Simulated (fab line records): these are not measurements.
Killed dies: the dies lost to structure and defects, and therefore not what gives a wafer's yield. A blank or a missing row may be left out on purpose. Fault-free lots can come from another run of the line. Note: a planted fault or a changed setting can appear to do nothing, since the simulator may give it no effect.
Which tool did it? | flow nand harc | 24 lots, 72 wafers sampled, at 5 steps of a route of 1302

## WHAT THE GAUGES READ, wafer by wafer
NHARC_P_M1_CD_MEAS_16. Usual: cd nm reads 129.8 nm (standard deviation 0.78).
lot  | measured     | on        | cd nm (nm)        | flag
L074 | day 6 03:19  | cd sem-01 | 130.0 129.6 128.6 |
L075 | day 6 16:50  | cd sem-01 | 130.2 129.4 128.7 |
L076 | day 7 03:41  | cd sem-03 | 128.5 130.2 130.0 |
L077 | day 7 11:59  | cd sem-02 | 129.5 130.0 130.9 |
L078 | day 8 01:41  | cd sem-02 | 129.7 129.0 129.1 |
L079 | day 8 14:43  | cd sem-02 | 130.7 128.9 130.0 |
L080 | day 8 19:08  | cd sem-02 | 129.1 130.5 129.7 |
L081 | day 9 05:01  | cd sem-01 | 129.4 129.3 131.3 |
L082 | day 9 20:33  | cd sem-01 | 129.4 129.6 129.4 |
L083 | day 10 06:52 | cd sem-03 | 129.4 127.9 130.2 |
L085 | day 10 20:34 | cd sem-02 | 129.5 130.3 129.8 |
L084 | day 10 22:58 | cd sem-01 | 129.8 130.0 131.2 |
L086 | day 11 07:48 | cd sem-02 | 129.9 129.5 130.2 |
L087 | day 11 14:50 | cd sem-02 | 130.8 130.1 131.2 |
L088 | day 12 07:13 | cd sem-02 | 130.3 129.8 129.7 |
L089 | day 12 12:58 | cd sem-03 | 130.9 129.7 129.8 |
L090 | day 13 00:55 | cd sem-03 | 129.3 130.7 130.2 |
L091 | day 13 12:14 | cd sem-03 | 129.5 131.0 129.5 |
L092 | day 13 17:12 | cd sem-01 | 129.5 129.9 128.1 |
L093 | day 14 03:38 | cd sem-03 | 128.2 129.6 128.0 |
L095 | day 14 22:29 | cd sem-02 | 129.7 130.0 128.6 |
L094 | day 15 02:02 | cd sem-01 | 129.8 130.9 130.5 |
L096 | day 15 13:02 | cd sem-01 | 130.8 129.1 130.0 |
L097 | day 16 04:59 | cd sem-02 | 130.5 130.3 131.5 |

NHARC_P_M1_INSPECT_27. Usual: raw defect count reads 330 (standard deviation 130).
lot  | measured     | on                | raw defect count | flag
L074 | day 6 05:42  | defect inspect-01 | 200 241 139      |
L075 | day 6 19:05  | defect inspect-01 | 485 667 778      |
L076 | day 7 05:57  | defect inspect-01 | 295 319 431      |
L077 | day 7 14:17  | defect inspect-02 | 522 384 312      |
L078 | day 8 03:58  | defect inspect-02 | 220 687 394      |
L079 | day 8 17:00  | defect inspect-01 | 239 383 360      |
L080 | day 8 21:26  | defect inspect-02 | 272 311 310      |
L081 | day 9 07:18  | defect inspect-02 | 314 261 205      |
L082 | day 9 22:51  | defect inspect-02 | 222 267 436      |
L083 | day 10 09:09 | defect inspect-01 | 321 168 245      |
L085 | day 10 22:50 | defect inspect-02 | 193 173 176      |
L084 | day 11 01:13 | defect inspect-01 | 422 393 243      |
L086 | day 11 10:05 | defect inspect-01 | 173 186 247      |
L087 | day 11 17:05 | defect inspect-01 | 619 188 645      |
L088 | day 12 09:30 | defect inspect-01 | 296 410 320      |
L089 | day 12 15:14 | defect inspect-02 | 265 416 376      |
L090 | day 13 03:12 | defect inspect-02 | 195 234 186      |
L091 | day 13 14:30 | defect inspect-01 | 197 165 237      |
L092 | day 13 19:32 | defect inspect-02 | 403 483 678      |
L093 | day 14 05:58 | defect inspect-02 | 638 395 264      |
L095 | day 15 00:44 | defect inspect-02 | 555 504 254      |
L094 | day 15 04:19 | defect inspect-02 | 316 421 455      |
L096 | day 15 15:43 | defect inspect-01 | 287 192 150      |
L097 | day 16 07:16 | defect inspect-02 | 339 391 313      |

## EACH LOT AND THE TOOL THAT RAN IT (in order: tool; ch and the chambers of the sampled wafers; start)
lot  | NHARC_P_M0_STRIP_18                | NHARC_P_M1_ETCH_15                            | NHARC_P_M1_CMP_23
L074 | rie diel-02 ch 0,2,3, day 5 23:15  | rie diel-13 ch 1,2, day 6 03:19 or earlier    | cmp-03 ch 0,1,2, day 6 05:15
L075 | rie diel-04 ch 0,1,3, day 6 12:43  | rie diel-10 ch 2,3, day 6 16:50 or earlier    | cmp-02 ch 0,1, day 6 18:38
L076 | rie diel-02 ch 0,1,3, day 6 23:48  | rie diel-10 ch 0,2,3, day 7 03:41 or earlier  | cmp-03 ch 0,2,3, day 7 05:31
L077 | rie diel-04 ch 0,2, day 7 08:03    | rie diel-07 ch 2,3, day 7 11:59 or earlier    | cmp-04 ch 0,1, day 7 13:50
L078 | rie diel-02 ch 0,2,3, day 7 21:53  | rie diel-07 ch 0,1, day 8 01:41 or earlier    | cmp-02 ch 0,2, day 8 03:29
L079 | rie diel-11 ch 0,1,2, day 8 10:55  | rie diel-07 ch 0,1, day 8 14:43 or earlier    | cmp-02 ch 2,3, day 8 16:31
L080 | rie diel-02 ch 0,1,3, day 8 15:17  | rie diel-10 ch 1,2, day 8 19:08 or earlier    | cmp-04 ch 0,1,2, day 8 20:58
L081 | rie diel-02 ch 0,2,3, day 9 01:06  | rie diel-07 ch 0,2,3, day 9 05:01 or earlier  | cmp-03 ch 0,1,2, day 9 06:52
L082 | rie diel-02 ch 1,2, day 9 16:34    | rie diel-07 ch 0,3, day 9 20:33 or earlier    | cmp-02 ch 0,3, day 9 22:22
L083 | rie diel-04 ch 1,3, day 10 02:53   | rie diel-10 ch 0,1,3, day 10 06:52 or earlier | cmp-03 ch 0,2,3, day 10 08:44
L085 | rie diel-04 ch 1,2, day 10 16:37   | rie diel-07 ch 0,1, day 10 20:34 or earlier   | cmp-04 ch 0,1,3, day 10 22:25
L084 | rie diel-04 ch 0,2,3, day 10 18:56 | rie diel-07 ch 0,2,3, day 10 22:58 or earlier | cmp-04 ch 1,2,3, day 11 00:49
L086 | rie diel-11 ch 0,1,2, day 11 03:50 | rie diel-07 ch 1,2,3, day 11 07:48 or earlier | cmp-03 ch 1,2,3, day 11 09:38
L087 | rie diel-02 ch 1,3, day 11 10:46   | rie diel-10 ch 2,3, day 11 14:50 or earlier   | cmp-03 ch 0,1, day 11 16:39
L088 | rie diel-02 ch 0,1,3, day 12 03:14 | rie diel-07 ch 1,3, day 12 07:13 or earlier   | cmp-02 ch 0,1,3, day 12 09:03
L089 | rie diel-11 ch 1,2, day 12 08:59   | rie diel-10 ch 1,2, day 12 12:58 or earlier   | cmp-02 ch 0,1,3, day 12 14:49
L090 | rie diel-02 ch 1,3, day 12 20:50   | rie diel-10 ch 0,2,3, day 13 00:55 or earlier | cmp-03 ch 1,3, day 13 02:44
L091 | rie diel-02 ch 0,3, day 13 08:11   | rie diel-13 ch 0,3, day 13 12:14 or earlier   | cmp-04 ch 0,1, day 13 14:04
L092 | rie diel-04 ch 0,2,3, day 13 13:04 | rie diel-07 ch 0,2, day 13 17:12 or earlier   | cmp-02 ch 0,2,3, day 13 19:04
L093 | rie diel-04 ch 0,1,2, day 13 23:47 | rie diel-10 ch 0,2,3, day 14 03:38 or earlier | cmp-03 ch 0,1,3, day 14 05:32
L095 | rie diel-02 ch 0,3, day 14 18:22   | rie diel-10 ch 1,3, day 14 22:29 or earlier   | cmp-03 ch 0,1,3, day 15 00:18
L094 | rie diel-02 ch 0,1,2, day 14 22:10 | rie diel-10 ch 1,2,3, day 15 02:02 or earlier | cmp-04 ch 1,3, day 15 03:52
L096 | rie diel-04 ch 0,1,3, day 15 09:02 | rie diel-07 ch 0,1,2, day 15 13:02 or earlier | cmp-02 ch 0,1,2, day 15 15:14
L097 | rie diel-02 ch 2,3, day 16 01:07   | rie diel-10 ch 0,1,3, day 16 04:59 or earlier | cmp-02 ch 1,2, day 16 06:49
- NHARC_P_M0_STRIP_18: strips in N2/H2.
- NHARC_P_M1_ETCH_15: etches the open film in C4F8/Ar, target depth 182.5 nm, time 91.2 s.
- NHARC_P_M1_CMP_23: polishes, t overpolish 20 s, target thk 157.82 nm.

## WHAT THE TOOLS THEMSELVES READ (means of the sampled wafers that have a number; where no wafer has one, the mark that the record gives instead)
NHARC_P_M0_STRIP_18. Usual: drypump motor current A 5.5 A, standard deviation 0.42; mfc ar sccm 0.005 sccm, standard deviation 0.01; oes product au 0.998 a.u., standard deviation 0.0099; rf vpp V 90.7 V, standard deviation 1; showerhead plenum p Torr 2.06 Torr, standard deviation 0.11; throttle valve pct 14.172 %, standard deviation 0.0092.
lot  | tool        | drypump motor current A (A) | mfc ar sccm (sccm) | oes product au (a.u.) | rf vpp V (V) | showerhead plenum p Torr (Torr) | throttle valve pct (%) | flag
L074 | rie diel-02 | 5.7                         | 0.010              | 1.000                 | 90.9         | 2.07                            | 14.170                 |
L075 | rie diel-04 | 5.5                         | 0.000              | 0.999                 | 90.3         | 2.06                            | 14.173                 |
L076 | rie diel-02 | 5.6                         | 0.010              | 1.005                 | 91.0         | 2.14                            | 14.173                 |
L077 | rie diel-04 | 6.0                         | 0.001              | 0.994                 | 89.9         | 2.03                            | 14.170                 |
L078 | rie diel-02 | 5.7                         | 0.010              | 1.008                 | 91.3         | 2.06                            | 14.171                 |
L079 | rie diel-11 | 5.7                         | 0.005              | 1.001                 | 89.6         | 2.03                            | 14.165                 |
L080 | rie diel-02 | 5.6                         | 0.010              | 0.992                 | 91.3         | 2.14                            | 14.171                 |
L081 | rie diel-02 | 5.7                         | 0.010              | 0.995                 | 90.4         | 2.06                            | 14.169                 |
L082 | rie diel-02 | 5.2                         | 0.001              | 1.013                 | 90.6         | 1.98                            | 14.181                 |
L083 | rie diel-04 | 5.1                         | 0.000              | 1.008                 | 90.3         | 2.00                            | 14.166                 |
L085 | rie diel-04 | 5.1                         | 0.001              | 1.002                 | 90.0         | 2.05                            | 14.166                 |
L084 | rie diel-04 | 5.6                         | 0.001              | 0.991                 | 90.8         | 1.97                            | 14.174                 |
L086 | rie diel-11 | 5.7                         | 0.005              | 0.993                 | 91.2         | 2.02                            | 14.169                 |
L087 | rie diel-02 | 5.7                         | 0.019              | 0.998                 | 91.3         | 2.14                            | 14.182                 |
L088 | rie diel-02 | 5.6                         | 0.010              | 0.989                 | 90.8         | 2.13                            | 14.174                 |
L089 | rie diel-11 | 5.8                         | 0.000              | 0.993                 | 91.0         | 2.11                            | 14.171                 |
L090 | rie diel-02 | 5.4                         | 0.010              | 1.002                 | 90.9         | 2.13                            | 14.175                 |
L091 | rie diel-02 | 6.0                         | 0.019              | 0.999                 | 90.9         | 2.14                            | 14.167                 |
L092 | rie diel-04 | 5.6                         | 0.001              | 0.989                 | 89.6         | 1.97                            | 14.168                 |
L093 | rie diel-04 | 5.5                         | 0.001              | 0.993                 | 90.8         | 2.03                            | 14.175                 |
L095 | rie diel-02 | 5.8                         | 0.010              | 0.995                 | 92.0         | 2.13                            | 14.173                 |
L094 | rie diel-02 | 5.3                         | 0.000              | 0.996                 | 90.7         | 2.05                            | 14.166                 |
L096 | rie diel-04 | 5.5                         | 0.000              | 0.992                 | 90.8         | 2.04                            | 14.178                 |
L097 | rie diel-02 | 5.8                         | 0.020              | 0.993                 | 90.4         | 2.05                            | 14.183                 |

NHARC_P_M1_ETCH_15. Usual: oes product au 0.955 a.u., standard deviation 0.024; rf vpp V 442.0 V, standard deviation 2.9.
lot  | tool        | oes product au (a.u.) | rf vpp V (V) | flag
L074 | rie diel-13 | 0.933                 | 438.4        |
L075 | rie diel-10 | 0.971                 | 443.4        |
L076 | rie diel-10 | 0.968                 | 442.1        |
L077 | rie diel-07 | 0.976                 | 444.8        |
L078 | rie diel-07 | 0.967                 | 442.3        |
L079 | rie diel-07 | 0.961                 | 442.4        |
L080 | rie diel-10 | 0.973                 | 438.8        |
L081 | rie diel-07 | 0.969                 | 443.9        |
L082 | rie diel-07 | 0.955                 | 442.2        |
L083 | rie diel-10 | 0.922                 | 439.7        |
L085 | rie diel-07 | 0.964                 | 443.2        |
L084 | rie diel-07 | 0.957                 | 443.0        |
L086 | rie diel-07 | 0.918                 | 443.9        |
L087 | rie diel-10 | 0.975                 | 443.2        |
L088 | rie diel-07 | 0.926                 | 443.8        |
L089 | rie diel-10 | 0.916                 | 440.9        |
L090 | rie diel-10 | 0.969                 | 442.5        |
L091 | rie diel-13 | 0.924                 | 439.3        |
L092 | rie diel-07 | 0.977                 | 444.7        |
L093 | rie diel-10 | 0.973                 | 441.9        |
L095 | rie diel-10 | 0.911                 | 441.1        |
L094 | rie diel-10 | 0.960                 | 440.4        |
L096 | rie diel-07 | 0.966                 | 444.1        |
L097 | rie diel-10 | 0.964                 | 440.7        |

NHARC_P_M1_CMP_23. Usual: motor current A 11.9 A, standard deviation 1.2; time to endpoint s 28.6 s, standard deviation 2.6.
lot  | tool   | motor current A (A) | time to endpoint s (s) | flag
L074 | cmp-03 | 11.8                | 27.4                   |
L075 | cmp-02 | 13.0                | 28.0                   |
L076 | cmp-03 | 12.0                | 28.1                   |
L077 | cmp-04 | 11.1                | 27.0                   |
L078 | cmp-02 | 12.1                | 31.1                   |
L079 | cmp-02 | 12.9                | 33.2                   |
L080 | cmp-04 | 11.1                | 27.5                   |
L081 | cmp-03 | 11.4                | 27.9                   |
L082 | cmp-02 | 13.8                | 28.7                   |
L083 | cmp-03 | 11.7                | 31.4                   |
L085 | cmp-04 | 11.4                | 27.8                   |
L084 | cmp-04 | 11.3                | 29.9                   |
L086 | cmp-03 | 11.7                | 26.6                   |
L087 | cmp-03 | 11.2                | 26.3                   |
L088 | cmp-02 | 13.3                | 27.2                   |
L089 | cmp-02 | 13.2                | 25.3                   |
L090 | cmp-03 | 11.1                | 25.1                   |
L091 | cmp-04 | 11.1                | 26.5                   |
L092 | cmp-02 | 12.7                | 29.2                   |
L093 | cmp-03 | 11.2                | 28.7                   |
L095 | cmp-03 | 11.3                | 32.7                   |
L094 | cmp-04 | 12.4                | 30.0                   |
L096 | cmp-02 | 11.9                | 26.9                   |
L097 | cmp-02 | 11.1                | 29.2                   |

## THE ANSWER, worked out from the rows above alone
Rule: a lot counts as off when the mean over its wafers that have a number is more than 3 standard deviations away from the usual mean. Also off: a lot with no number at a reading for which 4 or more lots have one. Any other lot the step has rows for is counted as sound. After the gauges, taken in route order, come the tools' own readings; for these a lot's mean is taken, as printed above. The first step at which some lot is off is used, and at that step the reading that is off furthest; a lot without a number counts as furthest.
Nothing can be told from this: no lot is off at any reading shown.

## WHAT HAD BEEN PUT IN BY THE SIMULATOR
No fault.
